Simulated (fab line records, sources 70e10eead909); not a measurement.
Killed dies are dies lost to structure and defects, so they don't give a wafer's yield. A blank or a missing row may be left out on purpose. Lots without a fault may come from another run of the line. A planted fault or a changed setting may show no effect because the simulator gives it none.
Chamber matching | flow nand_harc | NHARC_A_M1_CMP_23 on cmp-03: 4 sister chambers
The step polishes, t overpolish 20 s, target thk 154.34 nm. 7 wafers are shown with their chamber, then 8 later ones without.

WAFERS WITH THEIR CHAMBER
wafer  | chamber | motor_current_A (A) | time_to_endpoint_s (s)
L519.2 | 0       | 13.2                | 28
L522.1 | 2       | 13.9                | 29
L527.1 | 1       | 14.7                | 35
L527.3 | 3       | 10.5                | 26
L527.6 | 3       | 10.3                | 27
L530.1 | 2       | 12.2                | 30
L530.4 | 1       | 13.9                | 37

WAFERS WITHOUT THEIR CHAMBER
wafer  | motor_current_A (A) | time_to_endpoint_s (s)
L530.6 | 14.7                | 39
L532.1 | 12.6                | 30
L532.3 | 13.5                | 31
L532.6 | 13.7                | 30
L537.3 | 12.5                | 28
L539.2 | 14.4                | 38
L539.3 | 10.8                | 32
L539.4 | 12.3                | 30

WHICH CHAMBER EACH WENT THROUGH
wafer  | from the rows above          | in truth
L530.6 | 1                            | 1
L532.1 | can't be placed: 2 or 0      | 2
L532.3 | can't be placed: 2 or 0      | 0
L532.6 | can't be placed: 2 or 0      | 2
L537.3 | can't be placed: 0 or 2      | 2
L539.2 | 1                            | 1
L539.3 | can't be placed: 2 or 0 or 3 | 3
L539.4 | can't be placed: 2 or 0      | 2
Placed correctly: 2 of 8. Can't be placed from these rows: 6 (the true chamber is among the candidates in 6). Placed wrongly: 0.
How it was worked out, from the rows above alone: a wafer's distance from a chamber is the root of the sum, over the readings, of the square of ((its reading less the chamber's mean) divided by the reading's scatter). The wafer belongs to the nearest chamber; if the next one is less than 2 further off, it can't be placed. A chamber's mean is the mean of its shown wafers. The scatter: the root of (the sum of the squares of (reading less its chamber's mean) over the shown wafers, divided by (wafers less chambers)).
